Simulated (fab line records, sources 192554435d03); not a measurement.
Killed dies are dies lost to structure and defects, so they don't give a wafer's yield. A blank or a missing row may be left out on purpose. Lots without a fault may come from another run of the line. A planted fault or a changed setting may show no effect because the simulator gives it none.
Chamber matching | flow n5_finfet | N5_FIN_SAQP_PECVD_48 on pecvd-04: 3 sister chambers
The step deposits SiNx from SiH4/NH3/N2, target thk 25 nm, time 22.1 s. 3 wafers are shown with their chamber, then 10 later ones without.

WAFERS WITH THEIR CHAMBER
wafer  | chamber | throttle_valve_pct (%)
L085.1 | 1       | 44.5
L088.1 | 2       | 38.5
L088.3 | 0       | 41.7

WAFERS WITHOUT THEIR CHAMBER
wafer  | throttle_valve_pct (%)
L088.6 | 38.6
L091.2 | 44.7
L091.3 | 44.6
L091.5 | 41.5
L092.2 | 44.4
L092.4 | 41.8
L092.5 | 38.6
L094.2 | 44.3
L094.4 | 38.9
L094.6 | 42.0

WHICH CHAMBER EACH WENT THROUGH
wafer  | from the rows above | in truth
L088.6 | 2                   | 2
L091.2 | 1                   | 1
L091.3 | 1                   | 1
L091.5 | 0                   | 0
L092.2 | 1                   | 1
L092.4 | 0                   | 0
L092.5 | 2                   | 2
L094.2 | 1                   | 1
L094.4 | 2                   | 2
L094.6 | 0                   | 0
Placed correctly: 10 of 10. Can't be placed from these rows: 0. Placed wrongly: 0.
How it was worked out, from the rows above alone: a wafer's distance from a chamber is the root of the sum, over the readings, of the square of ((its reading less the chamber's mean) divided by the reading's scatter). The wafer belongs to the nearest chamber; if the next one is less than 2 further off, it can't be placed. A chamber's mean is the mean of its shown wafers. The scatter: with one shown wafer a chamber, the root of the mean of the squares of how far each hidden wafer lies from its nearest shown one.
